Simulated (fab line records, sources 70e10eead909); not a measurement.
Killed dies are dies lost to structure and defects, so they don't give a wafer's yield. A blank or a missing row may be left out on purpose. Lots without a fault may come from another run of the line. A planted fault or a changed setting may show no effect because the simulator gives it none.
Which tool did it? | flow nand_harc | 6 lots, 18 wafers sampled, at 3 steps of a route of 1302

WHAT THE GAUGES READ, wafer by wafer
NHARC_A_ONON_D1_THK_MEAS_21: measures by ellipsometry.
lot  | measured     | on            | thk_nm (nm)
L872 | day 9 03:30  | film_metro-01 | 1010 1008 1010
L875 | day 10 16:37 | film_metro-01 | 1007 1006 1005
L878 | day 11 20:24 | film_metro-02 | 971 970 971
L882 | day 13 08:56 | film_metro-02 | 596 596 595
L889 | day 16 06:06 | film_metro-02 | 982 982 982
L890 | day 16 23:47 | film_metro-01 | 986 983 984

WHICH TOOL RAN EACH LOT (tool, then ch and the chambers of the sampled wafers, then the start)
lot  | NHARC_P_BONDPAD_ACTIVATE_29        | NHARC_A_ONON_D1_DEP_19
L872 | rie_diel-05 ch 0,1,2, day 7 14:49  | pecvd_onon-03 ch 0, day 9 02:59
L875 | rie_diel-05 ch 2,3, day 9 01:50    | pecvd_onon-02 ch 0, day 10 16:10
L878 | rie_diel-05 ch 1,2, day 10 07:44   | pecvd_onon-03 ch 0, day 11 19:57
L882 | rie_diel-05 ch 0,1,2, day 11 18:43 | pecvd_onon-02 ch 0, day 13 08:29
L889 | rie_diel-08 ch 1,2,3, day 14 14:53 | pecvd_onon-04 ch 0, day 16 05:39
L890 | rie_diel-05 ch 2,3, day 15 13:07   | pecvd_onon-04 ch 0, day 16 23:16
- NHARC_P_BONDPAD_ACTIVATE_29: chemistry N2, time 60 s.
- NHARC_A_ONON_D1_DEP_19: target thk 1000 nm.

THE ANSWER, worked out from the rows above alone
Rule: what is usual is taken from the lots themselves. Put in order of their means at a reading, lots are off if they are a third of the lots or fewer, leave a main group of 4 or more, and stand apart from it by a gap of 3 or more times the standard deviation of the main group's means; of several such gaps the widest counts. A main group whose means are all the same, to the digits that the tables above print for the reading, isn't used. A lot without any number at a reading at which 4 lots or more have one is off too. The other lots that the step has rows for count as sound.
Off: L882, at NHARC_A_ONON_D1_THK_MEAS_21 (thk_nm). The main group: mean 990 nm, standard deviation 15.
A tool fits if, at a process step before that reading, it ran every lot that is off, and no sound lot after the first of them. The gauges at NHARC_A_ONON_D1_THK_MEAS_21 are tried like those tools. One fits: pecvd_onon-02 at NHARC_A_ONON_D1_DEP_19. Its last sound lot is L875 (day 10 16:10), its first lot that is off L882 (day 13 08:29): a fault that began between those two fits.

WHAT THE SIMULATOR HAD PUT IN
Process parameter drift: pecvd_onon-02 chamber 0, from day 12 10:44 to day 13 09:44, at NHARC_A_ONON_D1_DEP_19. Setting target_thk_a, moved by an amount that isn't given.
Lots struck among those shown: L882. The rule above found the same.
